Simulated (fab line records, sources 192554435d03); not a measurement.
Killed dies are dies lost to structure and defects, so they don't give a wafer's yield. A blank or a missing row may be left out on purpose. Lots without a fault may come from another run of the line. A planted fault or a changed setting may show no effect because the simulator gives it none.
A struck lot beside a sound one | flow n5_finfet | 15 steps out of a route of 1938
Sound: wafers L516.1, L516.4, L516.5. Struck: wafers L522.2, L522.3, L522.4. The cause comes at the end.
At each step with rows: each side's tool, then ch and its chambers, then its first start. Under that, the readings that differ: sound wafers | struck wafers | difference of the means | sigmas: that difference in standard deviations of wafers without a fault.
alike: readings whose means differ by less than 2 such deviations, and words and numbers that are the same on both sides. not compared: withheld readings, readings that some wafer has no value for, bounds like >300 that may hide the same value, and numbers for which the record gives no deviation and whose values overlap.
The two part at a step that has a row with sigmas, a row that says differs or no value, or rows on one side only. Numbers that don't overlap but have no deviation are shown without sigmas and don't part them. A reading that every wafer of one side lacks parts them only if that side has two wafers or more.

first, 7 steps without rows for these wafers: N5_PASSIVATION_COAT_38; N5_PASSIVATION_EBR_40; N5_PASSIVATION_SOFTBAKE_39 (time 120 s); N5_PASSIVATION_EXPOSE_41 (exposes mask PASS OPEN, defocus 0 nm, target cd 40000 nm); N5_PASSIVATION_PEB_42; N5_PASSIVATION_DEVELOP_43 (develop time 60 s); N5_PASSIVATION_HARDBAKE_45 (time 120 s).
N5_PASSIVATION_CD_MEAS_44: target cd 40000 nm.
  sound on cd_sem-01 ch 0, day 13 11:40; struck on cd_sem-03 ch 0, day 15 20:27
  alike: cd_nm
N5_PASSIVATION_OVL_MEAS_66:
  sound on overlay-02 ch 0, day 13 11:41; struck on overlay-01 ch 0, day 15 20:29
  alike: PASS_OPEN_OVL
N5_PASSIVATION_INSPECT_67: inspects for defects (macro).
  sound on defect_inspect-01, day 13 11:43; struck on defect_inspect-01, day 15 20:31
  alike: raw_defect_count
N5_PASSIVATION_DESCUM_46: chemistry O2, time 7.9 s.
  sound on rie_diel-06 ch 0,1,3, day 13 11:45; struck on rie_diel-06 ch 0,1,3, day 15 20:32
  alike: drypump_motor_current_A, oes_product_au, rf_vpp_V, showerhead_plenum_p_Torr, throttle_valve_pct
  not compared: rf_hours_counter_h
N5_PASSIVATION_PASS_ETCH_47: etches SiNx in CF4/O2, target depth 770 nm, time 385 s.
  sound on rie_diel-06 ch 0,1,3, day 13 11:47; struck on rie_diel-06 ch 0,1,3, day 15 20:35
  alike: drypump_motor_current_A, oes_product_au, rf_vpp_V, showerhead_plenum_p_Torr, throttle_valve_pct
  not compared: rf_hours_counter_h
N5_PASSIVATION_ETCH_54: etches SiO2 in CHF3/O2, target depth 880 nm, time 440 s.
  sound on rie_diel-06 ch 0,1,3, day 13 12:01; struck on rie_diel-06 ch 0,1,3, day 15 20:48
  reading                                 | sound             | struck        | difference | sigmas
  model.etch.depth_nm (nm)                | 903.2 875.3 873.5 | 828 812 806.9 | -68        |
  model.PASSIVATION.feature_depth_nm (nm) | 903.2 875.2 873.6 | 828 812 806.8 | -68        |
  alike: drypump_motor_current_A, oes_product_au, rf_vpp_V, showerhead_plenum_p_Torr, throttle_valve_pct
  not compared: rf_hours_counter_h
N5_PASSIVATION_STRIP_48: strips in O2.
  sound on rie_diel-06 ch 0,1,3, day 13 12:18; struck on rie_diel-06 ch 0,1,3, day 15 21:05
  alike: drypump_motor_current_A, oes_product_au, rf_vpp_V, showerhead_plenum_p_Torr, throttle_valve_pct
  not compared: rf_hours_counter_h
then, 1 step without rows for these wafers: N5_PASSIVATION_PROBE_49.

WHERE THEY PART
Nowhere in this record.

WHY: what the simulator had put in
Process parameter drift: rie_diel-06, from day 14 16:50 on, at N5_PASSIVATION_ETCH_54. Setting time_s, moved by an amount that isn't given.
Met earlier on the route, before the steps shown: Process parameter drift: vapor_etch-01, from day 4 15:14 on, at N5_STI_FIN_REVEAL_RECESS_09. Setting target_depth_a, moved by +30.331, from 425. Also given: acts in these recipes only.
